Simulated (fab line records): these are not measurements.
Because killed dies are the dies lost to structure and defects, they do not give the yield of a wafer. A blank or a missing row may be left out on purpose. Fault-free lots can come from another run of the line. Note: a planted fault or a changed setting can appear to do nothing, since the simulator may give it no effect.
Comparing a struck lot with a sound one    flow nandHarc    14 steps out of a route of 1302
Sound: the wafers L768.1, L768.2, L768.4. Wafers L778.2, L778.4, L778.6 were the ones struck. Last of all comes the cause.
Each step with rows lists, per side, the tool, then ch with its chambers, then its first start. Under that, the readings that differ: sound wafers    struck wafers    difference of the means    sigmas: that difference in standard deviations of wafers without a fault.
alike: readings with means less than 2 such deviations apart, plus words and numbers identical on both sides. not compared: withheld readings, readings lacking a value on some wafer, bounds such as >300 that could conceal the same value, and numbers that have no deviation in the record and whose values overlap.
Wherever a step has rows on one side only, a row that says differs or no value, or a row with sigmas, the two part there. Non-overlapping numbers with no deviation appear without sigmas and do not part them. A reading missing from all wafers of one side parts the sides only when that side holds two or more wafers.

NHARC_A_WL_FILL_STRIP_27: strips in N2/H2, time 20 s.
  sound on plasmaAsher-01 ch 0,1, day 23 09:25; struck on plasmaAsher-01 ch 0,1, day 26 20:58
  alike: drypumpMotorCurrentA, heaterPowerW
  not compared: rfHoursCounterH
then, 4 steps without rows for these wafers: NHARC_A_WL_FILL_STRIP_28 (strips in post etch residue remover, time 1200 s); NHARC_A_WL_FILL_PRECLEAN_06 (cleans in DIW, time 300 s); NHARC_A_WL_FILL_SRD_07; NHARC_A_WL_FILL_ANNEAL_08 (time 1800 s).
NHARC_A_WL_FILL_ALD_10: deposits SiO2, target thk 50 nm, pulse time 10 s, ald cycles 500.
  sound on aldHk-02 ch 0,1,3, day 23 14:49; struck on aldHk-02 ch 0,2, day 27 04:19
  alike: heaterPowerW, precursorPulseHeightRel
NHARC_A_WL_FILL_ETCHBACK_16: etches the open film in C4F8/O2/Ar, target depth 120 nm, time 24 s.
  sound: rieDiel-09 ch 0,1,2; struck: rieDiel-11 ch 0,2,3
  alike: oesProductAu, rfVppV
  not compared: rfHoursCounterH
NHARC_A_WL_FILL_STRIP_29: strips in O2, time 20 s.
  sound on rieDiel-09 ch 0,1,2, day 23 19:34; struck on rieDiel-11 ch 2,3, day 27 08:32
  alike: drypumpMotorCurrentA, o2FlowSccm, oesProductAu, rfVppV, showerheadPlenumPTorr, throttleValvePct
  not compared: rfHoursCounterH
NHARC_A_WL_FILL_ETCHBACK_17: etches the open film in Cl2/BCl3, target depth 4 nm, time 26.7 s.
  sound on rieMetal-02 ch 0,1, day 23 19:39; struck on rieMetal-03 ch 0,1, day 27 08:37
  alike: drypumpMotorCurrentA, oesProductAu
  not compared: rfHoursCounterH
then, 2 steps without rows for these wafers: NHARC_A_WL_FILL_PRECLEAN_18 (cleans in dHF, time 30 s); NHARC_A_WL_FILL_SRD_21.
NHARC_A_WL_FILL_CVD_23: deposits poly-Si, target thk 40 nm, time 800 s.
  sound on lpcvdPoly-03 ch 0, day 23 22:12; struck on lpcvdPoly-03 ch 0, day 28 17:12
  alike: spikeTcBottomC
then, 1 step without rows for these wafers: NHARC_A_WL_FILL_ETCHBACK_26 (etches the open film in HBr, target depth 52 nm, time 13.3 s).
-- record jumps: 3 days between struck wafers' starts before vs after; left off in module A_WL_FILL, resumes in module END, first step shown is number 1302 of the route --
NHARC_END_SORT_01:
  at this point the record logs the struck wafers (prober-01 ch 0, day 32 01:56) and has no rows for the sound ones

## WHERE THEY PART
At NHARC_END_SORT_01 and nowhere else, as far as this record goes.

WHY: the cause the simulator had injected
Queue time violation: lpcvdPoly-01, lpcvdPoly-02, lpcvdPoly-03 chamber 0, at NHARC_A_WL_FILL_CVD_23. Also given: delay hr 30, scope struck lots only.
